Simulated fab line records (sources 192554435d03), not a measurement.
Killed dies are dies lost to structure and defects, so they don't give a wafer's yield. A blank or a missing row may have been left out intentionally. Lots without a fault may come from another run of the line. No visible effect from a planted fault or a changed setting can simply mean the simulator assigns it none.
Matching of chambers || flow n5Finfet || N5_SD_EPI_P_ETCH_36 on rieDiel-04: 4 sister chambers
The step etches SiARC in CF4, target depth 45.5 nm, time 75.8 s. 24 wafers are shown with their chamber, then 12 later ones without.

== WAFERS WITH THEIR CHAMBER ==
{"wafer": "L074.2", "chamber": 0, "drypumpMotorCurrentA (A)": 5.3, "throttleValvePct (%)": 15.59, "oesProductAu (a.u.)": 0.67}
{"wafer": "L074.3", "chamber": 2, "drypumpMotorCurrentA (A)": 5.9, "throttleValvePct (%)": 15.36, "oesProductAu (a.u.)": 0.77}
{"wafer": "L074.6", "chamber": 1, "drypumpMotorCurrentA (A)": 5.4, "throttleValvePct (%)": 15.94, "oesProductAu (a.u.)": 0.64}
{"wafer": "L076.2", "chamber": 1, "drypumpMotorCurrentA (A)": 5.4, "throttleValvePct (%)": 15.97, "oesProductAu (a.u.)": 0.63}
{"wafer": "L076.3", "chamber": 2, "drypumpMotorCurrentA (A)": 5.9, "throttleValvePct (%)": 15.38, "oesProductAu (a.u.)": 0.77}
{"wafer": "L076.5", "chamber": 1, "drypumpMotorCurrentA (A)": 5.4, "throttleValvePct (%)": 15.93, "oesProductAu (a.u.)": 0.63}
{"wafer": "L077.3", "chamber": 0, "drypumpMotorCurrentA (A)": 5.3, "throttleValvePct (%)": 15.61, "oesProductAu (a.u.)": 0.66}
{"wafer": "L077.5", "chamber": 2, "drypumpMotorCurrentA (A)": 5.9, "throttleValvePct (%)": 15.39, "oesProductAu (a.u.)": 0.77}
{"wafer": "L077.6", "chamber": 3, "drypumpMotorCurrentA (A)": 6.0, "throttleValvePct (%)": 15.69, "oesProductAu (a.u.)": 0.61}
{"wafer": "L079.2", "chamber": 0, "drypumpMotorCurrentA (A)": 5.3, "throttleValvePct (%)": 15.60, "oesProductAu (a.u.)": 0.66}
{"wafer": "L079.3", "chamber": 2, "drypumpMotorCurrentA (A)": 5.9, "throttleValvePct (%)": 15.39, "oesProductAu (a.u.)": 0.76}
{"wafer": "L079.6", "chamber": 1, "drypumpMotorCurrentA (A)": 5.5, "throttleValvePct (%)": 15.97, "oesProductAu (a.u.)": 0.62}
{"wafer": "L080.1", "chamber": 0, "drypumpMotorCurrentA (A)": 5.3, "throttleValvePct (%)": 15.61, "oesProductAu (a.u.)": 0.68}
{"wafer": "L080.3", "chamber": 1, "drypumpMotorCurrentA (A)": 5.4, "throttleValvePct (%)": 15.96, "oesProductAu (a.u.)": 0.63}
{"wafer": "L080.5", "chamber": 3, "drypumpMotorCurrentA (A)": 6.0, "throttleValvePct (%)": 15.69, "oesProductAu (a.u.)": 0.61}
{"wafer": "L081.1", "chamber": 0, "drypumpMotorCurrentA (A)": 5.3, "throttleValvePct (%)": 15.61, "oesProductAu (a.u.)": 0.66}
{"wafer": "L081.3", "chamber": 1, "drypumpMotorCurrentA (A)": 5.4, "throttleValvePct (%)": 15.97, "oesProductAu (a.u.)": 0.63}
{"wafer": "L081.6", "chamber": 3, "drypumpMotorCurrentA (A)": 6.0, "throttleValvePct (%)": 15.70, "oesProductAu (a.u.)": 0.61}
{"wafer": "L084.1", "chamber": 2, "drypumpMotorCurrentA (A)": 5.9, "throttleValvePct (%)": 15.40, "oesProductAu (a.u.)": 0.74}
{"wafer": "L084.2", "chamber": 3, "drypumpMotorCurrentA (A)": 6.1, "throttleValvePct (%)": 15.72, "oesProductAu (a.u.)": 0.61}
{"wafer": "L084.4", "chamber": 0, "drypumpMotorCurrentA (A)": 5.3, "throttleValvePct (%)": 15.63, "oesProductAu (a.u.)": 0.66}
{"wafer": "L085.2", "chamber": 3, "drypumpMotorCurrentA (A)": 6.0, "throttleValvePct (%)": 15.71, "oesProductAu (a.u.)": 0.60}
{"wafer": "L085.3", "chamber": 2, "drypumpMotorCurrentA (A)": 5.9, "throttleValvePct (%)": 15.42, "oesProductAu (a.u.)": 0.75}
{"wafer": "L085.5", "chamber": 0, "drypumpMotorCurrentA (A)": 5.3, "throttleValvePct (%)": 15.62, "oesProductAu (a.u.)": 0.66}

SIGNATURES (averages over the wafers above)
{"reading": "drypumpMotorCurrentA", "chamber 0": 5.300, "chamber 1": 5.417, "chamber 2": 5.900, "chamber 3": 6.020, "scatter within a chamber": 0.0286}
{"reading": "throttleValvePct", "chamber 0": 15.6100, "chamber 1": 15.9567, "chamber 2": 15.3900, "chamber 3": 15.7020, "scatter within a chamber": 0.0161}
{"reading": "oesProductAu", "chamber 0": 0.6643, "chamber 1": 0.6300, "chamber 2": 0.7600, "chamber 3": 0.6080, "scatter within a chamber": 0.00852}
Rule: a wafer's distance from a chamber is the root of the sum, over the readings, of the square of ((its reading less the chamber's mean) divided by the reading's scatter). If the next closest chamber is less than 2 further off than the closest, the wafer can't be placed; otherwise it belongs to the closest. The scatter: the root of (the sum of the squares of (reading less its chamber's mean) over the shown wafers, divided by (wafers less chambers)).

== WAFERS MISSING THEIR CHAMBER ==
{"wafer": "L086.1", "drypumpMotorCurrentA (A)": 5.3, "throttleValvePct (%)": 15.64, "oesProductAu (a.u.)": 0.66}
{"wafer": "L086.4", "drypumpMotorCurrentA (A)": 5.4, "throttleValvePct (%)": 15.98, "oesProductAu (a.u.)": 0.62}
{"wafer": "L086.6", "drypumpMotorCurrentA (A)": 5.3, "throttleValvePct (%)": 15.62, "oesProductAu (a.u.)": 0.65}
{"wafer": "L089.4", "drypumpMotorCurrentA (A)": 5.3, "throttleValvePct (%)": 15.64, "oesProductAu (a.u.)": 0.65}
{"wafer": "L089.5", "drypumpMotorCurrentA (A)": 5.3, "throttleValvePct (%)": 15.64, "oesProductAu (a.u.)": 0.65}
{"wafer": "L089.6", "drypumpMotorCurrentA (A)": 5.4, "throttleValvePct (%)": 15.99, "oesProductAu (a.u.)": 0.61}
{"wafer": "L090.1", "drypumpMotorCurrentA (A)": 5.4, "throttleValvePct (%)": 15.66, "oesProductAu (a.u.)": 0.65}
{"wafer": "L090.2", "drypumpMotorCurrentA (A)": 5.9, "throttleValvePct (%)": 15.45, "oesProductAu (a.u.)": 0.74}
{"wafer": "L090.6", "drypumpMotorCurrentA (A)": 5.3, "throttleValvePct (%)": 15.66, "oesProductAu (a.u.)": 0.65}
{"wafer": "L096.2", "drypumpMotorCurrentA (A)": 6.0, "throttleValvePct (%)": 15.76, "oesProductAu (a.u.)": 0.59}
{"wafer": "L096.3", "drypumpMotorCurrentA (A)": 5.9, "throttleValvePct (%)": 15.46, "oesProductAu (a.u.)": 0.71}
{"wafer": "L096.5", "drypumpMotorCurrentA (A)": 5.4, "throttleValvePct (%)": 16.03, "oesProductAu (a.u.)": 0.61}

== WHICH CHAMBER EACH WENT THROUGH ==
{"wafer": "L086.1", "from the rows above": 0, "in truth": 0}
{"wafer": "L086.4", "from the rows above": 1, "in truth": 1}
{"wafer": "L086.6", "from the rows above": 0, "in truth": 0}
{"wafer": "L089.4", "from the rows above": 0, "in truth": 0}
{"wafer": "L089.5", "from the rows above": 0, "in truth": 0}
{"wafer": "L089.6", "from the rows above": 1, "in truth": 1}
{"wafer": "L090.1", "from the rows above": 0, "in truth": 0}
{"wafer": "L090.2", "from the rows above": 2, "in truth": 2}
{"wafer": "L090.6", "from the rows above": 0, "in truth": 0}
{"wafer": "L096.2", "from the rows above": 3, "in truth": 3}
{"wafer": "L096.3", "from the rows above": 2, "in truth": 2}
{"wafer": "L096.5", "from the rows above": 1, "in truth": 1}
Placed correctly: 12 of 12. Not placeable from these rows: 0. Number placed wrongly: 0.
